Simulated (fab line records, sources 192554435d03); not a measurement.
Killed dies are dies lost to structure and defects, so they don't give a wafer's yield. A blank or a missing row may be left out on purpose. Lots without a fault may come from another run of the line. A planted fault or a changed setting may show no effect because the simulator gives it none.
A struck lot beside a sound one | flow n5_finfet | 16 steps out of a route of 1938
Sound: wafers L374.2, L374.3, L374.6. Struck: wafer L387.3. (L387.1 of the same lot was not struck and is left out.) The cause comes at the end.
At each step with rows: each side's tool, then ch and its chambers, then its first start. Under that, the readings that differ: sound wafers | struck wafers | difference of the means | sigmas: that difference in standard deviations of wafers without a fault.
alike: readings whose means differ by less than 2 such deviations, and words and numbers that are the same on both sides. not compared: withheld readings, readings that some wafer has no value for, bounds like >300 that may hide the same value, and numbers for which the record gives no deviation and whose values overlap.
The two part at a step that has a row with sigmas, a row that says differs or no value, or rows on one side only. Numbers that don't overlap but have no deviation are shown without sigmas and don't part them. A reading that every wafer of one side lacks parts them only if that side has two wafers or more.

first, 8 steps without rows for these wafers: N5_BEOL_M3_COAT_62 (time 60 s, resist thk 12 nm); N5_BEOL_M3_COAT_73 (time 60 s, resist thk 5 nm); N5_BEOL_M3_COAT_05 (resist thk 30 nm); N5_BEOL_M3_EBR_07; N5_BEOL_M3_SOFTBAKE_06 (time 60 s); N5_BEOL_M3_EXPOSE_08 (exposes mask M3); N5_BEOL_M3_PEB_09 (peb time 60 s); N5_BEOL_M3_DEVELOP_10 (develop time 30 s).
N5_BEOL_M3_CD_MEAS_11: target cd 17.05 nm.
  sound on cd_sem-03 ch 0, day 10 07:21; struck on cd_sem-03 ch 0, day 12 12:00
  alike: cd_nm
N5_BEOL_M3_OVL_MEAS_12:
  sound on overlay-01 ch 0, day 10 07:23; struck on overlay-01 ch 0, day 12 12:02
  alike: M3_OVL
N5_BEOL_M3_INSPECT_13: inspects for defects (brightfield).
  sound on defect_inspect-02, day 10 07:26; struck on defect_inspect-02, day 12 12:05
  alike: raw_defect_count
N5_BEOL_M3_DESCUM_16: chemistry O2, time 7 s.
  sound on rie_diel-02 ch 0,1,2, day 10 07:28; struck on rie_diel-06 ch 2, day 12 12:08
  alike: drypump_motor_current_A, oes_product_au, rf_vpp_V, showerhead_plenum_p_Torr, throttle_valve_pct
  not compared: rf_hours_counter_h
N5_BEOL_M3_ETCH_74: etches underlayer in N2/H2, target depth 6.5 nm, time 5.2 s.
  sound on rie_diel-02 ch 0,1,2, day 10 07:30; struck on rie_diel-06 ch 2, day 12 12:11
  reading               | sound          | struck | difference | sigmas
  etch_rf_on_time_s (s) | 5.10 5.10 5.16 | 6.01   | +0.89      | +6
  alike: drypump_motor_current_A, oes_product_au, rf_vpp_V, showerhead_plenum_p_Torr, throttle_valve_pct
  not compared: rf_hours_counter_h
N5_BEOL_M3_ETCH_63: etches SiARC in CF4, target depth 15.6 nm, time 26 s.
  sound on rie_diel-02 ch 0,1,2, day 10 07:31; struck on rie_diel-06 ch 2, day 12 12:11
  alike: drypump_motor_current_A, etch_rf_on_time_s, oes_product_au, rf_vpp_V, showerhead_plenum_p_Torr, throttle_valve_pct
  not compared: rf_hours_counter_h
N5_BEOL_M4_RC_MEAS_101:
  sound on prober-01 ch 0, day 13 23:21; struck on prober-02 ch 0, day 13 06:20
  alike: DIBL_N, DIBL_P, IOFF_N, IOFF_P, ION_N, ION_P, SS_N, SS_P, VT_N, VT_P
-- the record jumps here: 5 days lie between the struck wafers' starts before and after (it left off in module BEOL_M4 and takes up again in module PASSIVATION, whose first step shown is number 1936 of the route) --
N5_PASSIVATION_PROBE_49:
  sound on prober-01, day 18 15:49; struck on prober-02, day 17 22:59
  reading     | sound    | struck | difference | sigmas
  killed_open | 61 65 67 | 90     | +26        | +2
  alike: defect_limited_yield, killed_at_M0_to_M3, killed_at_M4_up, killed_at_contacts, killed_at_front_end, killed_at_other, killed_dies, killed_short, sort_bin_4_leakage, sort_bin_5_function, sort_bin_6_memory, sort_n_pass, sort_yield_pct

WHERE THEY PART
First at N5_BEOL_M3_ETCH_74; last, within this record, at N5_PASSIVATION_PROBE_49.

WHY: what the simulator had put in
Process parameter drift: rie_diel-06, from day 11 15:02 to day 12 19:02, at N5_BEOL_M3_ETCH_74. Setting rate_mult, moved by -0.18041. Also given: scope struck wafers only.
